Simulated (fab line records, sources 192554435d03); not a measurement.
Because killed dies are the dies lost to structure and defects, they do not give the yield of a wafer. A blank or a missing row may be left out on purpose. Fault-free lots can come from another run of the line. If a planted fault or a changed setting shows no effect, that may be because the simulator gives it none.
3 desks, one fault -- flow n5-finfet -- what lay behind the numbers comes last; until then each desk has only its own

AT THE METROLOGY DESK
Lot by lot, what the gauges showed, no matter which tool ran the lot: averages of those sampled wafers that carry a number. The brackets show how far a lot's mean lies from the usual mean; more than 4 standard deviations puts the lot out of limits, marked OUT.
Columns: A = cd-nm at N5_BEOL_M9_CD_MEAS_18, usual 70.0 nm; B = cd-nm at N5_BEOL_M9_CD_MEAS_28, usual 69.92 nm; C = V8_OVL at N5_BEOL_M9_OVL_MEAS_29, usual 0.2 nm
lot,first seen here,A,B,C
L131,day 10 08:37,70.4,70.19,0.0
L132,day 10 14:16,70.3,69.99,0.7
L134,day 10 21:20,69.3,69.61,-0.4
L136,day 11 04:43,70.3,69.69,0.9
L150,day 15 03:37,70.1,69.85,-0.3
L151,day 15 05:03,70.0,69.88,0.4
This desk's finding: nothing out of limits on any of the 6 lots.

THE DEFECT DESK
Inspection counts along the route, by lot: the mean over sampled wafers that carry a number. The brackets show how far a lot's mean lies from the usual mean; more than 4 standard deviations puts the lot out of limits, marked OUT.
Columns: A = raw-defect-count at N5_BEOL_M9_INSPECT_13, usual 438; B = raw-defect-count at N5_BEOL_M9_INSPECT_30, usual 433
lot,first seen here,A,B
L131,day 10 08:07,484,467
L132,day 10 13:40,375,384
L134,day 10 20:50,545,526
L136,day 11 04:11,430,397
L150,day 15 03:08,424,409
L151,day 15 04:32,505,527
This desk's finding: nothing out of limits on any of the 6 lots.

THE TOOL OWNER'S DESK: litho-track-03
The tool's own readings at N5_BEOL_M9_COAT_22 (resist thk 30 nm): means of the sampled wafers that have a number, for each lot that ran on this tool. The brackets show how far a lot's mean lies from the usual mean; more than 4 standard deviations puts the lot out of limits, marked OUT.
Columns: A = spin-speed-rpm at N5_BEOL_M9_COAT_22, usual 1500.1 rpm
lot,first seen here,A
L136,day 11 04:46,1500.9
L150,day 15 04:00,1464.5 (-37) OUT
L151,day 15 05:19,1464.8 (-37) OUT
This desk's verdict: out of limits on L150, L151, starting with L150 at day 15 04:00 (spin-speed-rpm at N5_BEOL_M9_COAT_22). L136: within limits.

BROUGHT TOGETHER
On L150, L151, at day 15 04:00, an alarm was possible from the tool owner's desk.
From the metrology desk's view, nothing was out of limits.
The defect desk saw nothing out of limits.
The metrology desk has L150, L151 on record, within its limits.
The defect desk has L150, L151 on record, within its limits.
N5_BEOL_M9_COAT_22 was run on litho-track-03 by each of the lots named.

WHAT THE SIMULATOR HAD INSERTED
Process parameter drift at N5_BEOL_M9_COAT_22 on litho-track-03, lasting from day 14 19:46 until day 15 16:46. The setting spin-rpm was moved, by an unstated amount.
Lots struck among those shown: L150, L151.
How many hours passed from the start of the fault until each desk's first out-of-limits reading: the tool owner's desk, 8.
